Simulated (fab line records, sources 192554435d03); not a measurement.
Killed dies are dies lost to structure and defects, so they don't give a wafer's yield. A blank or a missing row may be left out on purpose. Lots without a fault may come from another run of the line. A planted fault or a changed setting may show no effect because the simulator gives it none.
Chamber matching | flow n5_finfet | N5_BEOL_M6_DEP_56 on pecvd-02: 3 sister chambers
The step deposits SiCN from 3MS/NH3, target thk 10 nm, time 17.5 s. 6 wafers are shown with their chamber, then 8 later ones without.

WAFERS WITH THEIR CHAMBER
wafer  | chamber | throttle_valve_pct (%) | showerhead_plenum_p_Torr (Torr)
L080.4 | 0       | 9.5                    | 3.663
L080.5 | 1       | 9.3                    | 3.669
L081.1 | 2       | 8.9                    | 3.659
L081.5 | 0       | 9.3                    | 3.660
L081.6 | 2       | 8.7                    | 3.661
L084.1 | 1       | 9.6                    | 3.673

WAFERS WITHOUT THEIR CHAMBER
wafer  | throttle_valve_pct (%) | showerhead_plenum_p_Torr (Torr)
L084.2 | 8.5                    | 3.666
L084.3 | 9.4                    | 3.669
L088.3 | 9.3                    | 3.660
L088.4 | 8.7                    | 3.665
L088.6 | 9.4                    | 3.663
L092.1 | 9.2                    | 3.676
L092.2 | 9.2                    | 3.670
L092.5 | 9.7                    | 3.656

WHICH CHAMBER EACH WENT THROUGH
wafer  | from the rows above | in truth
L084.2 | 2                   | 2
L084.3 | 1                   | 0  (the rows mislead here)
L088.3 | 0                   | 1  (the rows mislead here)
L088.4 | 2                   | 2
L088.6 | 0                   | 0
L092.1 | 1                   | 1
L092.2 | 1                   | 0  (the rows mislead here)
L092.5 | 0                   | 0
Placed correctly: 5 of 8. Can't be placed from these rows: 0. Placed wrongly: 3.
How it was worked out, from the rows above alone: a wafer's distance from a chamber is the root of the sum, over the readings, of the square of ((its reading less the chamber's mean) divided by the reading's scatter). The wafer belongs to the nearest chamber; if the next one is less than 2 further off, it can't be placed. A chamber's mean is the mean of its shown wafers. The scatter: the root of (the sum of the squares of (reading less its chamber's mean) over the shown wafers, divided by (wafers less chambers)).
